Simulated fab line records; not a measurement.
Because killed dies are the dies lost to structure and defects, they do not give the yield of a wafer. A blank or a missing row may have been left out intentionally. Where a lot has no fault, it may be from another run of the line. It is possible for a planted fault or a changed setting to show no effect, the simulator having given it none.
Chamber matching | flow n5 finfet | N5_FIN_SAQP_PECVD_47 on pecvd-03: 3 sister chambers
The step deposits a-Si from SiH4/He, target thk 45 nm, time 36.3 s. 6 wafers are shown with their chamber, then 7 later ones without.

== WAFERS, EACH WITH ITS CHAMBER ==
wafer  | chamber | showerhead plenum p Torr (Torr) | throttle valve pct (%)
L347.6 | 2       | 5.52                            | 17.7
L348.1 | 0       | 5.68                            | 18.7
L348.2 | 1       | 5.66                            | 18.3
L348.4 | 0       | 5.68                            | 18.8
L354.2 | 1       | 5.65                            | 18.1
L354.3 | 2       | 5.52                            | 17.6

== WAFERS WITHOUT THEIR CHAMBER ==
wafer  | showerhead plenum p Torr (Torr) | throttle valve pct (%)
L354.6 | 5.53                            | 17.8
L355.1 | 5.67                            | 18.4
L355.4 | 5.69                            | 18.8
L355.5 | 5.53                            | 17.6
L363.1 | 5.52                            | 17.8
L363.3 | 5.68                            | 18.5
L363.4 | 5.68                            | 18.6

== WHICH CHAMBER EACH ONE RAN IN ==
wafer  | from the rows above     | in truth
L354.6 | 2                       | 2
L355.1 | can't be placed: 1 or 0 | 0
L355.4 | 0                       | 0
L355.5 | 2                       | 2
L363.1 | 2                       | 2
L363.3 | 0                       | 0
L363.4 | 0                       | 0
Correct placement for 6 of the 7. Not placeable from these rows: 1 (in 1, the candidates include the true chamber). 0 placed wrongly.
How it was worked out, from the rows above alone: a wafer's distance from a chamber is the root of the sum, over the readings, of the square of ((its reading less the chamber's mean) divided by the reading's scatter). The wafer belongs to the nearest chamber; if the next one is less than 2 further off, it can't be placed. The mean given for a chamber averages the wafers shown for that chamber. The scatter: take each reading less its chamber's mean, square it, sum over the shown wafers, divide by the number of wafers less the number of chambers, and take the root.
